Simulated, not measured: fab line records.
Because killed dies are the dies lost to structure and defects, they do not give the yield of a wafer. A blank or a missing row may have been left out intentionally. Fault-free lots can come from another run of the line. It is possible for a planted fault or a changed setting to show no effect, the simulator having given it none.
Split-lot experiment | flow n5Finfet | 39 wafers read across 7 lots, on a route 1938 steps long

== ON THE SPLIT ==
At N5_SD_EPI_N_EPI_21 (deposits Si:P, time 690 s), the setting pressureTorr was moved away from the recipe's 255 Torr on 18 of the 39 wafers read, by -15.6% to +16.2%. The other wafers ran this setting at the recipe's value.

== FROM THE SPLIT TO THE READING: what the file shows between them, 3 steps ==
- N5_SD_EPI_N_PRECLEAN_24: cleans in O3/DIW, time 60 s
- N5_SD_ACTIVATION_RTA_00: time 0 s
- N5_SD_ACTIVATION_LSA_01: time 0.0008 s

== THE READING ==
At N5_SD_ACTIVATION_RS_MEAS_03, a four-point-probe measurement gives RS_SD_N in ohm/sq. On this fab line, fault-free wafers typically give 21.85 ohm/sq with a standard deviation of 0.29 ohm/sq.

wafer  | tool, chamber at the split | pressureTorr as run, Torr | against the recipe | RS_SD_N, ohm/sq | against lot-mates on the recipe
L074.1 | epiRpcvd-03, 0             | 215.2                     | -15.6%             | 23.51           | no lot-mate on the recipe
L074.2 | epiRpcvd-03, 0             | 215.2                     | -15.6%             | 23.88           | no lot-mate on the recipe
L074.3 | epiRpcvd-03, 0             | 215.2                     | -15.6%             | 23.97           | no lot-mate on the recipe
L074.4 | epiRpcvd-03, 0             | 215.2                     | -15.6%             | 24.29           | no lot-mate on the recipe
L074.5 | epiRpcvd-03, 0             | 215.2                     | -15.6%             | 24.03           | no lot-mate on the recipe
L074.6 | epiRpcvd-03, 0             | 215.2                     | -15.6%             | 24.11           | no lot-mate on the recipe
L076.1 | epiRpcvd-04, 0             | 255                       | recipe             | 21.91           | -
L076.2 | epiRpcvd-04, 0             | 255                       | recipe             | 21.73           | -
L076.3 | epiRpcvd-04, 0             | 255                       | recipe             | 21.73           | -
L076.4 | epiRpcvd-04, 0             | 255                       | recipe             | 21.37           | -
L076.5 | epiRpcvd-04, 0             | 255                       | recipe             | 21.51           | -
L076.6 | epiRpcvd-04, 0             | 255                       | recipe             | 21.75           | -
L079.1 | epiRpcvd-02, 0             | 255                       | recipe             | 21.88           | -
L079.3 | epiRpcvd-02, 0             | 255                       | recipe             | 22.09           | -
L079.5 | epiRpcvd-02, 0             | 255                       | recipe             | 21.81           | -
L083.1 | epiRpcvd-04, 0             | 255                       | recipe             | 21.99           | -
L083.2 | epiRpcvd-04, 0             | 255                       | recipe             | 21.82           | -
L083.3 | epiRpcvd-04, 0             | 255                       | recipe             | 21.95           | -
L083.4 | epiRpcvd-04, 0             | 255                       | recipe             | 22.19           | -
L083.5 | epiRpcvd-04, 0             | 255                       | recipe             | 22.26           | -
L083.6 | epiRpcvd-04, 0             | 255                       | recipe             | 21.88           | -
L089.1 | epiRpcvd-02, 0             | 296.4                     | +16.2%             | 20.29           | no lot-mate on the recipe
L089.2 | epiRpcvd-02, 0             | 296.4                     | +16.2%             | 20.17           | no lot-mate on the recipe
L089.3 | epiRpcvd-02, 0             | 296.4                     | +16.2%             | 20.11           | no lot-mate on the recipe
L089.4 | epiRpcvd-02, 0             | 296.4                     | +16.2%             | 20.23           | no lot-mate on the recipe
L089.5 | epiRpcvd-02, 0             | 296.4                     | +16.2%             | 20.11           | no lot-mate on the recipe
L089.6 | epiRpcvd-02, 0             | 296.4                     | +16.2%             | 20.36           | no lot-mate on the recipe
L094.1 | epiRpcvd-02, 0             | 268.9                     | +5.5%              | 20.98           | no lot-mate on the recipe
L094.2 | epiRpcvd-02, 0             | 268.9                     | +5.5%              | 20.81           | no lot-mate on the recipe
L094.3 | epiRpcvd-02, 0             | 268.9                     | +5.5%              | 20.79           | no lot-mate on the recipe
L094.4 | epiRpcvd-02, 0             | 268.9                     | +5.5%              | 20.67           | no lot-mate on the recipe
L094.5 | epiRpcvd-02, 0             | 268.9                     | +5.5%              | 20.92           | no lot-mate on the recipe
L094.6 | epiRpcvd-02, 0             | 268.9                     | +5.5%              | 20.81           | no lot-mate on the recipe
L096.1 | epiRpcvd-02, 0             | 255                       | recipe             | 21.97           | -
L096.2 | epiRpcvd-02, 0             | 255                       | recipe             | 21.75           | -
L096.3 | epiRpcvd-02, 0             | 255                       | recipe             | 21.82           | -
L096.4 | epiRpcvd-02, 0             | 255                       | recipe             | 21.44           | -
L096.5 | epiRpcvd-02, 0             | 255                       | recipe             | 21.59           | -
L096.6 | epiRpcvd-02, 0             | 255                       | recipe             | 21.67           | -

FIT RESULTS
A straight line over all 39 wafers: RS_SD_N changes by -0.122 ohm/sq for each +1% of pressureTorr; r = -0.97; the points scatter about the line by 0.3 ohm/sq.
Too few moved wafers with a lot-mate on the recipe to fit a line net of each lot's own level.

== THE WHOLE CHAIN: every reading that the file lists as answering this split, in the file's order ==
step                        | what it does                 | reading                                                                        | change (the file's fit)               | r (the file's)
N5_SD_EPI_N_EPI_21          | deposits Si:P, time 690 s    | Si-P_of_SD_EPI_N_EPI_21.thkNm (the simulator's own value, which no gauge read) | +0.281 nm for each +1% of the setting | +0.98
N5_SD_ACTIVATION_RS_MEAS_03 | measures by four-point-probe | RS_SD_N                                                                        | -0.122 for each +1% of the setting    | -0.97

== THE FILE'S OWN FIT ==
RS_SD_N changes by -0.122 ohm/sq for each +1% of pressureTorr, r = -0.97.
